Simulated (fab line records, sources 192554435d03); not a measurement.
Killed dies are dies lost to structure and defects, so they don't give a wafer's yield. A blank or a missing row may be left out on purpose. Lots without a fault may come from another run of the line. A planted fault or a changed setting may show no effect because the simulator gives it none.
Chamber matching | flow n5_finfet | N5_FIN_CUT_DESCUM_13 on rie_diel-06: 4 sister chambers
The step chemistry O2, time 7 s. 8 wafers are shown with their chamber, then 8 later ones without.

WAFERS WITH THEIR CHAMBER
wafer  | chamber | throttle_valve_pct (%) | oes_product_au (a.u.)
L077.3 | 3       | 20.20                  | 0.99
L079.6 | 2       | 20.44                  | 0.72
L081.3 | 2       | 20.44                  | 0.72
L082.2 | 0       | 20.13                  | 0.87
L082.4 | 3       | 20.19                  | 0.94
L083.1 | 0       | 20.12                  | 0.87
L083.6 | 1       | 20.56                  | 0.79
L089.1 | 1       | 20.56                  | 0.77

WAFERS WITHOUT THEIR CHAMBER
wafer  | throttle_valve_pct (%) | oes_product_au (a.u.)
L089.5 | 20.15                  | 0.86
L089.6 | 20.57                  | 0.78
L095.2 | 20.59                  | 0.76
L095.5 | 20.46                  | 0.70
L095.6 | 20.24                  | 0.91
L096.3 | 20.47                  | 0.70
L096.5 | 20.46                  | 0.69
L096.6 | 20.59                  | 0.76

WHICH CHAMBER EACH WENT THROUGH
wafer  | from the rows above | in truth
L089.5 | 0                   | 0
L089.6 | 1                   | 1
L095.2 | 1                   | 1
L095.5 | 2                   | 2
L095.6 | 3                   | 3
L096.3 | 2                   | 2
L096.5 | 2                   | 2
L096.6 | 1                   | 1
Placed correctly: 8 of 8. Can't be placed from these rows: 0. Placed wrongly: 0.
How it was worked out, from the rows above alone: a wafer's distance from a chamber is the root of the sum, over the readings, of the square of ((its reading less the chamber's mean) divided by the reading's scatter). The wafer belongs to the nearest chamber; if the next one is less than 2 further off, it can't be placed. A chamber's mean is the mean of its shown wafers. The scatter: the root of (the sum of the squares of (reading less its chamber's mean) over the shown wafers, divided by (wafers less chambers)).
